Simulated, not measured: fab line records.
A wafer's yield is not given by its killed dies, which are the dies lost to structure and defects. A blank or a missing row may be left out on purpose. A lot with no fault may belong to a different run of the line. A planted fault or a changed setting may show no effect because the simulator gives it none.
A single fault, viewed from 2 desks || flow n5Finfet || what lay behind the numbers comes last; until then each desk has only its own

AT THE TOOL OWNER'S DESK: plasmaAsher-02
The tool's own readings at N5_BEOL_M13_STRIP_37 (strips in N2/H2): means of the sampled wafers that have a number, for each lot that ran on this tool. If a lot's mean is further than 4 standard deviations from the usual mean, the lot is out of limits and carries the mark OUT (the distance appears in the brackets).
Columns: A = drypumpMotorCurrentA at N5_BEOL_M13_STRIP_37, usual 5.6 A; B = h2FlowSccm at N5_BEOL_M13_STRIP_37, usual 3250 sccm; C = heaterPowerW at N5_BEOL_M13_STRIP_37, usual 325 W; D = oesProductAu at N5_BEOL_M13_STRIP_37, usual 0.785 a.u.
{"lot": "L700", "first seen here": "day 14 21:42", "A": 6.4, "B": 3255, "C": 374, "D": 0.785}
{"lot": "L702", "first seen here": "day 15 19:52", "A": 6.2, "B": 3243, "C": 324, "D": 0.787}
{"lot": "L707", "first seen here": "day 18 08:48", "A": 6.2, "B": 3242, "C": 326, "D": 0.788}
This desk's finding: nothing out of limits on any of the 3 lots.

METROLOGY DESK
What the gauges read, lot by lot, whatever tool the lot ran on: means of the sampled wafers that have a number. If a lot's mean is further than 4 standard deviations from the usual mean, the lot is out of limits and carries the mark OUT (the distance appears in the brackets). Readings shown: 7 of its 11, picked as those furthest out on some lot.
Columns: A = DIBL_N at N5_BEOL_M4_RC_MEAS_101, usual 36.3 mV/V; B = DIBL_P at N5_BEOL_M4_RC_MEAS_101, usual 36.3 mV/V; C = IOFF_N at N5_BEOL_M4_RC_MEAS_101, usual 0.160 nA/um; D = ION_N at N5_BEOL_M4_RC_MEAS_101, usual 675 uA/um; E = ION_P at N5_BEOL_M4_RC_MEAS_101, usual 462 uA/um; F = SS_P at N5_BEOL_M4_RC_MEAS_101, usual 73.4 mV/dec; G = VT_N at N5_BEOL_M4_RC_MEAS_101, usual 249.5 mV
{"lot": "L694", "first seen here": "day 9 18:59", "A": 35.4, "B": 36.9, "C": 0.145, "D": 672, "E": 453, "F": 73.3, "G": 253.5}
{"lot": "L695", "first seen here": "day 10 00:52", "A": 38.0, "B": 37.2, "C": 0.152, "D": 660, "E": 453, "F": 73.6, "G": 252.0}
{"lot": "L698", "first seen here": "day 10 04:59", "A": 35.3, "B": 36.5, "C": 0.142, "D": 657, "E": 450, "F": 73.6, "G": 251.2}
{"lot": "L697", "first seen here": "day 10 05:20", "A": 37.2, "B": 36.3, "C": 0.168, "D": 684, "E": 466, "F": 73.7, "G": 250.4}
{"lot": "L700", "first seen here": "day 11 07:54", "A": 35.1, "B": 34.6, "C": 0.140, "D": 666, "E": 463, "F": 72.4, "G": 251.0}
{"lot": "L702", "first seen here": "day 12 18:58", "A": 35.5, "B": 35.7, "C": 0.142, "D": 669, "E": 457, "F": 73.8, "G": 252.6}
{"lot": "L707", "first seen here": "day 14 17:20", "A": 37.0, "B": 36.9, "C": 0.156, "D": 671, "E": 462, "F": 73.8, "G": 249.5}
{"lot": "L709", "first seen here": "day 15 02:28", "A": 38.2, "B": 38.8, "C": 0.185, "D": 676, "E": 461, "F": 74.3, "G": 249.6}
{"lot": "L712", "first seen here": "day 15 08:37", "A": 35.5, "B": 35.7, "C": 0.150, "D": 678, "E": 463, "F": 73.1, "G": 250.3}
{"lot": "L714", "first seen here": "day 15 20:00", "A": 35.2, "B": 36.5, "C": 0.177, "D": 670, "E": 454, "F": 73.7, "G": 249.3}
This desk's finding: nothing out of limits on any of the 10 lots.

ALL TOGETHER
The desk of the tool owner found nothing out of limits.
Metrology desk: nothing out of limits seen.

WHAT THE SIMULATOR HAD PUT IN
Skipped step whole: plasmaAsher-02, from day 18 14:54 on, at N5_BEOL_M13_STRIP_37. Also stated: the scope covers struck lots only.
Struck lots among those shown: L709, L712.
